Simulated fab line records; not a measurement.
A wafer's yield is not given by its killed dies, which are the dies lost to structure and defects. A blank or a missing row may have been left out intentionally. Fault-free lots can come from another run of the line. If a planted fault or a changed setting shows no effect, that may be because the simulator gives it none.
Chamber matching / flow n5_finfet / N5_HKMG_FIN_ALD_71 on ald_metal-03 has 4 sister chambers
The step deposits TiN, target thk 1 nm, pulse time 1 s, purge time 3 s. 8 wafers are shown with their chamber, then 9 later ones without.

== EACH WAFER AND ITS CHAMBER ==
wafer=L075.2; chamber=3; heater_power_w (W)=1049; precursor_pulse_height_rel=1.027
wafer=L076.4; chamber=1; heater_power_w (W)=907; precursor_pulse_height_rel=0.970
wafer=L079.4; chamber=3; heater_power_w (W)=1034; precursor_pulse_height_rel=0.994
wafer=L080.2; chamber=1; heater_power_w (W)=923; precursor_pulse_height_rel=1.014
wafer=L080.5; chamber=0; heater_power_w (W)=811; precursor_pulse_height_rel=0.976
wafer=L085.1; chamber=2; heater_power_w (W)=829; precursor_pulse_height_rel=1.000
wafer=L085.4; chamber=0; heater_power_w (W)=827; precursor_pulse_height_rel=1.012
wafer=L085.5; chamber=2; heater_power_w (W)=808; precursor_pulse_height_rel=1.014

== WAFERS WITHOUT THEIR CHAMBER ==
wafer=L087.1; heater_power_w (W)=843; precursor_pulse_height_rel=1.012
wafer=L087.2; heater_power_w (W)=1054; precursor_pulse_height_rel=0.993
wafer=L087.3; heater_power_w (W)=831; precursor_pulse_height_rel=0.999
wafer=L089.4; heater_power_w (W)=806; precursor_pulse_height_rel=0.984
wafer=L089.5; heater_power_w (W)=826; precursor_pulse_height_rel=0.971
wafer=L089.6; heater_power_w (W)=1015; precursor_pulse_height_rel=0.969
wafer=L091.1; heater_power_w (W)=835; precursor_pulse_height_rel=0.977
wafer=L091.3; heater_power_w (W)=806; precursor_pulse_height_rel=1.019
wafer=L091.6; heater_power_w (W)=921; precursor_pulse_height_rel=1.002

== WHICH CHAMBER EACH WENT THROUGH ==
wafer=L087.1; from the rows above=can't be placed: 2 or 0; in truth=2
wafer=L087.2; from the rows above=3; in truth=3
wafer=L087.3; from the rows above=can't be placed: 0 or 2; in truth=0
wafer=L089.4; from the rows above=can't be placed: 0 or 2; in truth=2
wafer=L089.5; from the rows above=can't be placed: 0 or 2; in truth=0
wafer=L089.6; from the rows above=3; in truth=3
wafer=L091.1; from the rows above=can't be placed: 0 or 2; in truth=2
wafer=L091.3; from the rows above=can't be placed: 2 or 0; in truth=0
wafer=L091.6; from the rows above=1; in truth=1
Placed correctly: 3 of 9. Unplaceable from these rows: 6, with the true chamber sitting among the candidates in 6. Placed wrongly: 0.
How it was worked out, from the rows above alone: a wafer's distance from a chamber is the root of the sum, over the readings, of the square of ((its reading less the chamber's mean) divided by the reading's scatter). The wafer belongs to the nearest chamber; if the next one is less than 2 further off, it can't be placed. The mean given for a chamber averages the wafers shown for that chamber. How the scatter is found: for the shown wafers, subtract from each reading the mean of its chamber, square and add these, divide the total by (wafers less chambers), then take the root.
